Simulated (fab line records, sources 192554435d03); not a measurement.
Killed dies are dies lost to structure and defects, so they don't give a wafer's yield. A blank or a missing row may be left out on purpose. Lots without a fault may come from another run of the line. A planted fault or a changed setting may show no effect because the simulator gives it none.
Chamber matching | flow n5_finfet | N5_HKMG_FIN_HK_ALD_01 on ald_hk-01: 4 sister chambers
The step deposits HfO2, target thk 1.6 nm, pulse time 3 s, purge time 3 s. 8 wafers are shown with their chamber, then 11 later ones without.

WAFERS WITH THEIR CHAMBER
wafer  | chamber | precursor_pulse_height_rel
L078.4 | 1       | 1.018
L082.6 | 3       | 1.003
L089.1 | 3       | 0.977
L089.6 | 0       | 1.014
L090.2 | 2       | 0.991
L090.4 | 0       | 1.010
L090.6 | 1       | 0.995
L092.1 | 2       | 1.030

WAFERS WITHOUT THEIR CHAMBER
wafer  | precursor_pulse_height_rel
L092.3 | 1.008
L092.4 | 0.965
L093.4 | 0.993
L093.5 | 1.024
L093.6 | 1.000
L095.2 | 1.012
L095.5 | 0.999
L095.6 | 0.984
L096.2 | 0.984
L096.4 | 0.993
L096.5 | 0.978

WHICH CHAMBER EACH WENT THROUGH
wafer  | from the rows above               | in truth
L092.3 | can't be placed: 1 or 2 or 0 or 3 | 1
L092.4 | can't be placed: 3 or 1 or 2 or 0 | 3
L093.4 | can't be placed: 3 or 1 or 2 or 0 | 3
L093.5 | can't be placed: 0 or 2 or 1 or 3 | 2
L093.6 | can't be placed: 1 or 3 or 2 or 0 | 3
L095.2 | can't be placed: 0 or 2 or 1 or 3 | 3
L095.5 | can't be placed: 1 or 3 or 2 or 0 | 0
L095.6 | can't be placed: 3 or 1 or 2 or 0 | 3
L096.2 | can't be placed: 3 or 1 or 2 or 0 | 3
L096.4 | can't be placed: 3 or 1 or 2 or 0 | 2
L096.5 | can't be placed: 3 or 1 or 2 or 0 | 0
Placed correctly: 0 of 11. Can't be placed from these rows: 11 (the true chamber is among the candidates in 11). Placed wrongly: 0.
How it was worked out, from the rows above alone: a wafer's distance from a chamber is the root of the sum, over the readings, of the square of ((its reading less the chamber's mean) divided by the reading's scatter). The wafer belongs to the nearest chamber; if the next one is less than 2 further off, it can't be placed. A chamber's mean is the mean of its shown wafers. The scatter: the root of (the sum of the squares of (reading less its chamber's mean) over the shown wafers, divided by (wafers less chambers)).
